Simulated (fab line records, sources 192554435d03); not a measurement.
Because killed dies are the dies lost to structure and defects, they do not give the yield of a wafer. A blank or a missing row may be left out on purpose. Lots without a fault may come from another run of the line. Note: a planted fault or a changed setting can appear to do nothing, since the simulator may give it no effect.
Which tool is to blame? :: flow n5Finfet :: 19 wafers from 7 lots sampled at 8 of the route's 1938 steps

## WHAT THE GAUGES READ, wafer by wafer
N5_BEOL_M13_OCD_MEAS_35.
lot: L904
measured: day 11 06:08
on: ocd-02
trenchDepthNm (nm): 409 412

lot: L906
measured: day 12 04:50
on: ocd-01
trenchDepthNm (nm): 418 410 416

lot: L907
measured: day 12 05:41
on: ocd-01
trenchDepthNm (nm): 404 413 403

lot: L914
measured: day 14 01:19
on: ocd-01
trenchDepthNm (nm): 404 402 417

lot: L921
measured: day 16 08:18
on: ocd-02
trenchDepthNm (nm): 371 377 377

lot: L922
measured: day 16 10:32
on: ocd-02
trenchDepthNm (nm): 375 370 377

lot: L925
measured: day 17 01:49
on: ocd-02
trenchDepthNm (nm): 414 404

N5_BEOL_M13_THK_MEAS_50: measures by xrf.
lot: L904
measured: day 11 09:13
on: filmMetro-01
M13_THK (nm): 414 418

lot: L906
measured: day 12 06:28
on: filmMetro-01
M13_THK (nm): 425 418 424

lot: L907
measured: day 12 10:05
on: filmMetro-01
M13_THK (nm): 404 416 405

lot: L914
measured: day 14 05:44
on: filmMetro-01
M13_THK (nm): 404 404 420

lot: L921
measured: day 16 12:14
on: filmMetro-02
M13_THK (nm): 374 379 380

lot: L922
measured: day 16 12:37
on: filmMetro-02
M13_THK (nm): 376 371 380

lot: L925
measured: day 17 06:50
on: filmMetro-01
M13_THK (nm): 423 408

N5_BEOL_M13_RS_MEAS_54: uses a four-point probe to measure.
lot: L904
measured: day 11 09:21
on: filmMetro-02
M13_RS (ohm/sq): 0.0455 0.0451

lot: L906
measured: day 12 06:36
on: filmMetro-02
M13_RS (ohm/sq): 0.0445 0.0453 0.0447

lot: L907
measured: day 12 10:13
on: filmMetro-02
M13_RS (ohm/sq): 0.0462 0.0448 0.0463

lot: L914
measured: day 14 05:52
on: filmMetro-02
M13_RS (ohm/sq): 0.0461 0.0464 0.0448

lot: L921
measured: day 16 12:22
on: filmMetro-02
M13_RS (ohm/sq): 0.0503 0.0496 0.0496

lot: L922
measured: day 16 12:45
on: filmMetro-02
M13_RS (ohm/sq): 0.0499 0.0503 0.0495

lot: L925
measured: day 17 07:00
on: filmMetro-01
M13_RS (ohm/sq): 0.0448 0.0461

N5_BEOL_M15_RC_MEAS_101.
lot: L904
measured: day 11 20:17
on: prober-02
COMB_M10 (S/m): 1.3e-11 1.48e-11
COMB_M11 (S/m): 1.3e-11 1.7e-11
COMB_M12 (S/m): 4.9e-12 5.7e-12
COMB_M13 (S/m): 4.2e-12 4e-12
COMB_M14 (S/m): 2.8e-12 2.7e-12
COMB_M15 (S/m): 3.5e-12 2.7e-12
COMB_M5 (S/m): 2.6e-11 3.9e-11
COMB_M5_max_site (S/m): 3.9e-11 4.6e-11
COMB_M6 (S/m): 3.1e-11 3.4e-11
COMB_M6_max_site (S/m): 3.6e-11 4.8e-11
COMB_M7 (S/m): 1.6e-11 1.8e-11
COMB_M8 (S/m): 2.6e-11 2.8e-11
COMB_M9 (S/m): 1.13e-11 1.33e-11
SERP_M10 (ohm/um): 3.06 3.03
SERP_M11 (ohm/um): 2.93 3.12
SERP_M12 (ohm/um): 0.623 0.654
SERP_M13 (ohm/um): 0.318 0.307
SERP_M13_max_site (ohm/um): 0.321 0.309
SERP_M14 (ohm/um): 0.162 0.164
SERP_M5 (ohm/um): 41.3 39.2
SERP_M6 (ohm/um): 13.4 14.1
SERP_M6_max_site (ohm/um): 14.1 14.4
SERP_M7 (ohm/um): 13.8 14.6
SERP_M8 (ohm/um): 14.0 12.6
SERP_M9 (ohm/um): 2.95 3.07

lot: L906
measured: day 12 17:32
on: prober-02
COMB_M10 (S/m): 2.38e-11 1.32e-11 2e-11
COMB_M11 (S/m): 1.7e-11 2.1e-11 1.6e-11
COMB_M12 (S/m): 7.5e-12 6.3e-12 5.7e-12
COMB_M13 (S/m): 5.1e-12 4.3e-12 5.7e-12
COMB_M14 (S/m): 3.1e-12 2.7e-12 2.7e-12
COMB_M15 (S/m): 1.9e-12 2.5e-12 1.8e-12
COMB_M5 (S/m): 2.9e-11 3.1e-11 3.5e-11
COMB_M5_max_site (S/m): 5.5e-11 5.7e-11 4.9e-11
COMB_M6 (S/m): 1.6e-11 1.7e-11 2.3e-11
COMB_M6_max_site (S/m): 2.2e-11 3e-11 4.1e-11
COMB_M7 (S/m): 2.9e-11 2.6e-11 1.8e-11
COMB_M8 (S/m): 1.6e-11 1.7e-11 1.7e-11
COMB_M9 (S/m): 1.28e-11 1.3e-11 1.22e-11
SERP_M10 (ohm/um): 2.90 3.17 3.09
SERP_M11 (ohm/um): 3.08 3.29 3.07
SERP_M12 (ohm/um): 0.685 0.616 0.637
SERP_M13 (ohm/um): 0.311 0.319 0.315
SERP_M13_max_site (ohm/um): 0.314 0.322 0.316
SERP_M14 (ohm/um): 0.164 0.156 0.170
SERP_M5 (ohm/um): 36.2 37.9 38.0
SERP_M6 (ohm/um): 13.9 14.7 14.1
SERP_M6_max_site (ohm/um): 14.4 14.9 14.8
SERP_M7 (ohm/um): 13.7 13.3 14.8
SERP_M8 (ohm/um): 12.9 14.1 14.6
SERP_M9 (ohm/um): 3.07 3.10 3.16

lot: L907
measured: day 13 03:46
on: prober-02
COMB_M10 (S/m): 1.43e-11 1.97e-11 1.63e-11
COMB_M11 (S/m): 1.5e-11 1.6e-11 1.3e-11
COMB_M12 (S/m): 4.9e-12 5.9e-12 5.8e-12
COMB_M13 (S/m): 4.8e-12 4.5e-12 3.8e-12
COMB_M14 (S/m): 1.8e-12 3e-12 2.8e-12
COMB_M15 (S/m): 2.4e-12 1.9e-12 2.1e-12
COMB_M5 (S/m): 3.5e-11 3.7e-11 5.1e-11
COMB_M5_max_site (S/m): 5.6e-11 4.2e-11 6.1e-11
COMB_M6 (S/m): 3.2e-11 2.7e-11 2.6e-11
COMB_M6_max_site (S/m): 4.5e-11 4.3e-11 3.7e-11
COMB_M7 (S/m): 2.3e-11 1.9e-11 3.3e-11
COMB_M8 (S/m): 2.3e-11 3.5e-11 3.9e-11
COMB_M9 (S/m): 1.75e-11 1.41e-11 1.33e-11
SERP_M10 (ohm/um): 3.10 3.08 2.97
SERP_M11 (ohm/um): 2.99 3.14 3.07
SERP_M12 (ohm/um): 0.656 0.639 0.646
SERP_M13 (ohm/um): 0.324 0.313 0.328
SERP_M13_max_site (ohm/um): 0.327 0.316 0.330
SERP_M14 (ohm/um): 0.161 0.163 0.165
SERP_M5 (ohm/um): 38.2 40.0 39.4
SERP_M6 (ohm/um): 12.9 14.2 13.6
SERP_M6_max_site (ohm/um): 14.0 15.0 13.9
SERP_M7 (ohm/um): 14.3 14.7 14.3
SERP_M8 (ohm/um): 13.4 13.2 13.3
SERP_M9 (ohm/um): 3.22 3.15 2.93

lot: L914
measured: day 15 02:58
on: prober-01
COMB_M10 (S/m): 1.04e-11 1.22e-11 1.09e-11
COMB_M11 (S/m): 1.5e-11 1.1e-11 1.1e-11
COMB_M12 (S/m): 7.6e-12 5.6e-12 5.9e-12
COMB_M13 (S/m): 4.3e-12 2.8e-12 2.9e-12
COMB_M14 (S/m): 3.6e-12 3.1e-12 3.1e-12
COMB_M15 (S/m): 1.1e-12 1.6e-12 2.1e-12
COMB_M5 (S/m): 4e-11 3.9e-11 3.2e-11
COMB_M5_max_site (S/m): 5.1e-11 7.1e-11 6.7e-11
COMB_M6 (S/m): 1.8e-11 1.8e-11 2.1e-11
COMB_M6_max_site (S/m): 2.9e-11 3.1e-11 3.1e-11
COMB_M7 (S/m): 1.6e-11 2.4e-11 2.4e-11
COMB_M8 (S/m): 2.1e-11 1.9e-11 1.5e-11
COMB_M9 (S/m): 2.09e-11 1.74e-11 1.14e-11
SERP_M10 (ohm/um): 2.96 3.08 3.03
SERP_M11 (ohm/um): 3.04 3.13 3.22
SERP_M12 (ohm/um): 0.647 0.659 0.671
SERP_M13 (ohm/um): 0.313 0.319 0.305
SERP_M13_max_site (ohm/um): 0.315 0.322 0.308
SERP_M14 (ohm/um): 0.148 0.154 0.148
SERP_M5 (ohm/um): 39.6 40.9 38.1
SERP_M6 (ohm/um): 13.3 13.6 12.5
SERP_M6_max_site (ohm/um): 13.8 13.8 12.8
SERP_M7 (ohm/um): 13.9 14.6 14.2
SERP_M8 (ohm/um): 14.2 14.7 14.1
SERP_M9 (ohm/um): 2.93 3.06 3.21

lot: L921
measured: day 17 06:45
on: prober-01
COMB_M10 (S/m): 1.69e-11 1.65e-11 1.32e-11
COMB_M11 (S/m): 1.3e-11 1.3e-11 1.2e-11
COMB_M12 (S/m): 3.9e-12 3.9e-12 4.3e-12
COMB_M13 (S/m): 3.4e-12 4.1e-12 5.5e-12
COMB_M14 (S/m): 2.1e-12 2.5e-12 3e-12
COMB_M15 (S/m): 2.7e-12 1.3e-12 2e-12
COMB_M5 (S/m): 4.1e-11 3.8e-11 3.6e-11
COMB_M5_max_site (S/m): 6e-11 8e-11 4.7e-11
COMB_M6 (S/m): 2.6e-11 2.3e-11 2.6e-11
COMB_M6_max_site (S/m): 3.4e-11 3.1e-11 4.3e-11
COMB_M7 (S/m): 1.4e-11 2.1e-11 1.7e-11
COMB_M8 (S/m): 2.5e-11 3.5e-11 3.5e-11
COMB_M9 (S/m): 8.7e-12 1.65e-11 1.3e-11
SERP_M10 (ohm/um): 3.06 3.09 3.16
SERP_M11 (ohm/um): 3.09 3.29 3.39
SERP_M12 (ohm/um): 0.602 0.650 0.597
SERP_M13 (ohm/um): 0.347 0.338 0.337
SERP_M13_max_site (ohm/um): 0.351 0.346 0.338
SERP_M14 (ohm/um): 0.165 0.164 0.164
SERP_M5 (ohm/um): 39.1 38.5 37.8
SERP_M6 (ohm/um): 13.9 14.8 14.3
SERP_M6_max_site (ohm/um): 14.7 15.1 14.8
SERP_M7 (ohm/um): 15.2 14.2 15.8
SERP_M8 (ohm/um): 13.8 14.4 14.6
SERP_M9 (ohm/um): 3.12 3.17 3.30

lot: L922
measured: day 17 08:36
on: prober-02
COMB_M10 (S/m): 1.43e-11 1.3e-11 1.59e-11
COMB_M11 (S/m): 1.7e-11 1.5e-11 1.5e-11
COMB_M12 (S/m): 6.3e-12 6.9e-12 7.8e-12
COMB_M13 (S/m): 5.3e-12 4.4e-12 5.2e-12
COMB_M14 (S/m): 3.6e-12 2.3e-12 3.7e-12
COMB_M15 (S/m): 1.8e-12 2.3e-12 1.8e-12
COMB_M5 (S/m): 2.6e-11 2.8e-11 2.6e-11
COMB_M5_max_site (S/m): 2.9e-11 4e-11 3.6e-11
COMB_M6 (S/m): 2.8e-11 2.8e-11 2.5e-11
COMB_M6_max_site (S/m): 4.9e-11 3.5e-11 3e-11
COMB_M7 (S/m): 2.7e-11 3.2e-11 2.6e-11
COMB_M8 (S/m): 2.5e-11 2.9e-11 4e-11
COMB_M9 (S/m): 1.11e-11 1.33e-11 1.88e-11
SERP_M10 (ohm/um): 2.92 3.17 3.15
SERP_M11 (ohm/um): 3.02 3.04 2.91
SERP_M12 (ohm/um): 0.682 0.644 0.673
SERP_M13 (ohm/um): 0.344 0.351 0.335
SERP_M13_max_site (ohm/um): 0.348 0.354 0.337
SERP_M14 (ohm/um): 0.164 0.156 0.155
SERP_M5 (ohm/um): 40.3 39.8 35.9
SERP_M6 (ohm/um): 13.3 14.9 15.7
SERP_M6_max_site (ohm/um): 14.0 15.2 15.8
SERP_M7 (ohm/um): 13.5 12.7 13.8
SERP_M8 (ohm/um): 14.1 13.5 13.7
SERP_M9 (ohm/um): 3.19 3.18 3.04

lot: L925
measured: day 17 16:43
on: prober-01
COMB_M10 (S/m): 1.12e-11 1.16e-11
COMB_M11 (S/m): 1.4e-11 1.5e-11
COMB_M12 (S/m): 4.7e-12 5.3e-12
COMB_M13 (S/m): 4.8e-12 4.4e-12
COMB_M14 (S/m): 2.8e-12 4.3e-12
COMB_M15 (S/m): 1.8e-12 1.8e-12
COMB_M5 (S/m): 3.1e-11 3.5e-11
COMB_M5_max_site (S/m): 4.9e-11 5.1e-11
COMB_M6 (S/m): 3e-11 3.5e-11
COMB_M6_max_site (S/m): 5.8e-11 5e-11
COMB_M7 (S/m): 3.4e-11 2.2e-11
COMB_M8 (S/m): 2.6e-11 2.9e-11
COMB_M9 (S/m): 1.12e-11 1.46e-11
SERP_M10 (ohm/um): 3.14 2.99
SERP_M11 (ohm/um): 3.06 3.02
SERP_M12 (ohm/um): 0.658 0.623
SERP_M13 (ohm/um): 0.318 0.315
SERP_M13_max_site (ohm/um): 0.320 0.320
SERP_M14 (ohm/um): 0.158 0.158
SERP_M5 (ohm/um): 37.5 35.6
SERP_M6 (ohm/um): 13.4 13.5
SERP_M6_max_site (ohm/um): 13.5 14.0
SERP_M7 (ohm/um): 14.3 14.7
SERP_M8 (ohm/um): 13.4 14.0
SERP_M9 (ohm/um): 3.09 3.09

## WHICH TOOL RAN EACH LOT (tool, then ch and the chambers of the sampled wafers, then the start)
lot: L904
N5_BEOL_M13_VIA_ETCH_16: rieDiel-04 ch 2, day 11 04:34
N5_BEOL_M13_STRIP_63: plasmaAsher-01 ch 0,1, day 11 04:49
N5_BEOL_M13_ETCH_67: rieDiel-03 ch 0,2, day 11 05:35
N5_BEOL_M13_TRENCH_ETCH_34: rieDiel-03 ch 0,2, day 11 05:58

lot: L906
N5_BEOL_M13_VIA_ETCH_16: rieDiel-04 ch 0,1, day 12 03:24
N5_BEOL_M13_STRIP_63: plasmaAsher-02 ch 1, day 12 03:38
N5_BEOL_M13_ETCH_67: rieDiel-05 ch 0,3, day 12 04:18
N5_BEOL_M13_TRENCH_ETCH_34: rieDiel-05 ch 0,3, day 12 04:40

lot: L907
N5_BEOL_M13_VIA_ETCH_16: rieDiel-05 ch 0,2, day 12 04:03
N5_BEOL_M13_STRIP_63: plasmaAsher-02 ch 0,1, day 12 04:17
N5_BEOL_M13_ETCH_67: rieDiel-03 ch 1,2, day 12 05:09
N5_BEOL_M13_TRENCH_ETCH_34: rieDiel-03 ch 1,2, day 12 05:31

lot: L914
N5_BEOL_M13_VIA_ETCH_16: rieDiel-04 ch 1,2,3, day 13 23:40
N5_BEOL_M13_STRIP_63: plasmaAsher-02 ch 0,1, day 13 23:54
N5_BEOL_M13_ETCH_67: rieDiel-05 ch 0,2,3, day 14 00:47
N5_BEOL_M13_TRENCH_ETCH_34: rieDiel-05 ch 0,2,3, day 14 01:08

lot: L921
N5_BEOL_M13_VIA_ETCH_16: rieDiel-03 ch 0,2, day 16 06:43
N5_BEOL_M13_STRIP_63: plasmaAsher-01 ch 0, day 16 06:57
N5_BEOL_M13_ETCH_67: rieDiel-03 ch 1,2, day 16 07:46
N5_BEOL_M13_TRENCH_ETCH_34: rieDiel-03 ch 1,2, day 16 08:08

lot: L922
N5_BEOL_M13_VIA_ETCH_16: rieDiel-05 ch 0,3, day 16 08:33
N5_BEOL_M13_STRIP_63: plasmaAsher-02 ch 0,1, day 16 08:49
N5_BEOL_M13_ETCH_67: rieDiel-03 ch 0,1, day 16 09:59
N5_BEOL_M13_TRENCH_ETCH_34: rieDiel-03 ch 0,1, day 16 10:21

lot: L925
N5_BEOL_M13_VIA_ETCH_16: rieDiel-03 ch 0,1, day 16 23:06
N5_BEOL_M13_STRIP_63: plasmaAsher-01 ch 0,1, day 16 23:20
N5_BEOL_M13_ETCH_67: rieDiel-05 ch 1,3, day 17 01:16
N5_BEOL_M13_TRENCH_ETCH_34: rieDiel-05 ch 1,3, day 17 01:38
- N5_BEOL_M13_VIA_ETCH_16: etches SiOC in C4F8/O2/Ar, target depth 921.7 nm.
- N5_BEOL_M13_STRIP_63: strips in N2/H2.
- N5_BEOL_M13_ETCH_67: etches SiARC in CF4, target depth 143 nm, time 238.3 s.
- N5_BEOL_M13_TRENCH_ETCH_34: etches SiOC in C4F8/O2/Ar, target depth 413.47 nm, time 162.6 s.

## AS READ BY THE TOOLS THEMSELVES (means over the sampled wafers that have a number; for cases with no such wafer, the mark the record gives instead)
N5_BEOL_M13_VIA_ETCH_16.
lot: L904
tool: rieDiel-04
drypumpMotorCurrentA (A): 6.7
mfcArSccm (sccm): 399.6
oesProductAu (a.u.): 0.68
rfVppV (V): 662
showerheadPlenumPTorr (Torr): 3.26
throttleValvePct (%): 24.16

lot: L906
tool: rieDiel-04
drypumpMotorCurrentA (A): 5.9
mfcArSccm (sccm): 398.3
oesProductAu (a.u.): 0.76
rfVppV (V): 670
showerheadPlenumPTorr (Torr): 3.59
throttleValvePct (%): 24.07

lot: L907
tool: rieDiel-05
drypumpMotorCurrentA (A): 5.3
mfcArSccm (sccm): 398.7
oesProductAu (a.u.): 0.64
rfVppV (V): 668
showerheadPlenumPTorr (Torr): 3.53
throttleValvePct (%): 24.34

lot: L914
tool: rieDiel-04
drypumpMotorCurrentA (A): 6.0
mfcArSccm (sccm): 399.7
oesProductAu (a.u.): 0.69
rfVppV (V): 664
showerheadPlenumPTorr (Torr): 3.38
throttleValvePct (%): 24.13

lot: L921
tool: rieDiel-03
drypumpMotorCurrentA (A): 6.0
mfcArSccm (sccm): 400.2
oesProductAu (a.u.): 0.75
rfVppV (V): 666
showerheadPlenumPTorr (Torr): 3.41
throttleValvePct (%): 24.15

lot: L922
tool: rieDiel-05
drypumpMotorCurrentA (A): 5.3
mfcArSccm (sccm): 400.2
oesProductAu (a.u.): 0.68
rfVppV (V): 667
showerheadPlenumPTorr (Torr): 3.46
throttleValvePct (%): 24.03

lot: L925
tool: rieDiel-03
drypumpMotorCurrentA (A): 5.7
mfcArSccm (sccm): 400.8
oesProductAu (a.u.): 0.72
rfVppV (V): 666
showerheadPlenumPTorr (Torr): 3.45
throttleValvePct (%): 24.23

N5_BEOL_M13_STRIP_63.
lot: L904
tool: plasmaAsher-01
drypumpMotorCurrentA (A): 6.08
heaterPowerW (W): 324
n2FlowSccm (sccm): 1749
oesProductAu (a.u.): 0.673
stripTimeToEndpointS (s): 28.4

lot: L906
tool: plasmaAsher-02
drypumpMotorCurrentA (A): 5.50
heaterPowerW (W): 334
n2FlowSccm (sccm): 1746
oesProductAu (a.u.): 0.670
stripTimeToEndpointS (s): 27.9

lot: L907
tool: plasmaAsher-02
drypumpMotorCurrentA (A): 5.81
heaterPowerW (W): 338
n2FlowSccm (sccm): 1752
oesProductAu (a.u.): 0.674
stripTimeToEndpointS (s): 26.8

lot: L914
tool: plasmaAsher-02
drypumpMotorCurrentA (A): 5.64
heaterPowerW (W): 334
n2FlowSccm (sccm): 1747
oesProductAu (a.u.): 0.675
stripTimeToEndpointS (s): 28.7

lot: L921
tool: plasmaAsher-01
drypumpMotorCurrentA (A): 5.91
heaterPowerW (W): 351
n2FlowSccm (sccm): 1747
oesProductAu (a.u.): 0.675
stripTimeToEndpointS (s): 28.2

lot: L922
tool: plasmaAsher-02
drypumpMotorCurrentA (A): 5.63
heaterPowerW (W): 338
n2FlowSccm (sccm): 1754
oesProductAu (a.u.): 0.672
stripTimeToEndpointS (s): 27.6

lot: L925
tool: plasmaAsher-01
drypumpMotorCurrentA (A): 6.09
heaterPowerW (W): 323
n2FlowSccm (sccm): 1750
oesProductAu (a.u.): 0.673
stripTimeToEndpointS (s): 27.1

N5_BEOL_M13_ETCH_67.
lot: L904
tool: rieDiel-03
drypumpMotorCurrentA (A): 5.9
etchRfOnTimeS (s): 240
mfcArSccm (sccm): 99.94
oesProductAu (a.u.): 0.73
rfVppV (V): 184.9
showerheadPlenumPTorr (Torr): 2.17
throttleValvePct (%): 15.46

lot: L906
tool: rieDiel-05
drypumpMotorCurrentA (A): 5.4
etchRfOnTimeS (s): 238
mfcArSccm (sccm): 100.16
oesProductAu (a.u.): 0.65
rfVppV (V): 184.9
showerheadPlenumPTorr (Torr): 2.21
throttleValvePct (%): 15.46

lot: L907
tool: rieDiel-03
drypumpMotorCurrentA (A): 5.4
etchRfOnTimeS (s): 246
mfcArSccm (sccm): 100.14
oesProductAu (a.u.): 0.68
rfVppV (V): 184.2
showerheadPlenumPTorr (Torr): 2.25
throttleValvePct (%): 15.50

lot: L914
tool: rieDiel-05
drypumpMotorCurrentA (A): 5.3
etchRfOnTimeS (s): 244
mfcArSccm (sccm): 99.87
oesProductAu (a.u.): 0.62
rfVppV (V): 184.6
showerheadPlenumPTorr (Torr): 2.19
throttleValvePct (%): 15.65

lot: L921
tool: rieDiel-03
drypumpMotorCurrentA (A): 5.6
etchRfOnTimeS (s): 243
mfcArSccm (sccm): 99.71
oesProductAu (a.u.): 0.67
rfVppV (V): 185.9
showerheadPlenumPTorr (Torr): 2.24
throttleValvePct (%): 15.50

lot: L922
tool: rieDiel-03
drypumpMotorCurrentA (A): 5.6
etchRfOnTimeS (s): 241
mfcArSccm (sccm): 99.80
oesProductAu (a.u.): 0.68
rfVppV (V): 185.6
showerheadPlenumPTorr (Torr): 2.19
throttleValvePct (%): 15.60

lot: L925
tool: rieDiel-05
drypumpMotorCurrentA (A): 5.8
etchRfOnTimeS (s): 240
mfcArSccm (sccm): 99.67
oesProductAu (a.u.): 0.70
rfVppV (V): 184.9
showerheadPlenumPTorr (Torr): 2.17
throttleValvePct (%): 15.55

N5_BEOL_M13_TRENCH_ETCH_34.
lot: L904
tool: rieDiel-03
drypumpMotorCurrentA (A): 5.9
mfcArSccm (sccm): 398.4
oesProductAu (a.u.): 0.85
rfVppV (V): 668
showerheadPlenumPTorr (Torr): 3.46
throttleValvePct (%): 24.06

lot: L906
tool: rieDiel-05
drypumpMotorCurrentA (A): 5.4
mfcArSccm (sccm): 400.7
oesProductAu (a.u.): 0.76
rfVppV (V): 667
showerheadPlenumPTorr (Torr): 3.52
throttleValvePct (%): 24.04

lot: L907
tool: rieDiel-03
drypumpMotorCurrentA (A): 5.4
mfcArSccm (sccm): 401.8
oesProductAu (a.u.): 0.80
rfVppV (V): 670
showerheadPlenumPTorr (Torr): 3.57
throttleValvePct (%): 24.09

lot: L914
tool: rieDiel-05
drypumpMotorCurrentA (A): 5.3
mfcArSccm (sccm): 399.3
oesProductAu (a.u.): 0.73
rfVppV (V): 667
showerheadPlenumPTorr (Torr): 3.50
throttleValvePct (%): 24.20

lot: L921
tool: rieDiel-03
drypumpMotorCurrentA (A): 5.6
mfcArSccm (sccm): 400.8
oesProductAu (a.u.): 0.80
rfVppV (V): 669
showerheadPlenumPTorr (Torr): 3.56
throttleValvePct (%): 24.03

lot: L922
tool: rieDiel-03
drypumpMotorCurrentA (A): 5.6
mfcArSccm (sccm): 400.3
oesProductAu (a.u.): 0.80
rfVppV (V): 669
showerheadPlenumPTorr (Torr): 3.49
throttleValvePct (%): 24.23

lot: L925
tool: rieDiel-05
drypumpMotorCurrentA (A): 5.8
mfcArSccm (sccm): 399.0
oesProductAu (a.u.): 0.81
rfVppV (V): 665
showerheadPlenumPTorr (Torr): 3.45
throttleValvePct (%): 24.09

## THE ANSWER, worked out from the rows above alone
Rule: the lots themselves supply what counts as usual. The widest of any qualifying gaps counts: lots, ordered by their means at a reading, are off when they make up no more than a third of the lots, leave a main group of 4 or more, and stand apart from it by 3 or more times the standard deviation of that group's means. A main group whose means are all the same, to the digits that the tables above print for the reading, isn't used. A lot without any number at a reading at which 4 lots or more have one is off too. Any other lot the step has rows for is counted as sound. Order of review: gauges by route order, followed by the tools' own readings, for which a lot's mean as printed above is used. The first step at which some lot is off is used, and at that step the reading that is off furthest; a lot without a number counts as furthest.
Off, at N5_BEOL_M13_OCD_MEAS_35 on trenchDepthNm: L921, L922. The main group has a mean of 410 nm with a standard deviation of 2.8.
A tool fits if, at a process step before that reading, it ran every lot that is off, and no sound lot after the first of them. The gauges at N5_BEOL_M13_OCD_MEAS_35 aren't tried: what is off there is off at N5_BEOL_M13_THK_MEAS_50 too, on other tools, and a gauge's error can't cause that. One fits: N5_BEOL_M13_ETCH_67 and N5_BEOL_M13_TRENCH_ETCH_34 on rieDiel-03. At N5_BEOL_M13_ETCH_67 its last sound lot is L907 (day 12 05:09), its first lot that is off L921 (day 16 07:46): a fault that began between those two fits.

## WHAT HAD BEEN PUT IN BY THE SIMULATOR
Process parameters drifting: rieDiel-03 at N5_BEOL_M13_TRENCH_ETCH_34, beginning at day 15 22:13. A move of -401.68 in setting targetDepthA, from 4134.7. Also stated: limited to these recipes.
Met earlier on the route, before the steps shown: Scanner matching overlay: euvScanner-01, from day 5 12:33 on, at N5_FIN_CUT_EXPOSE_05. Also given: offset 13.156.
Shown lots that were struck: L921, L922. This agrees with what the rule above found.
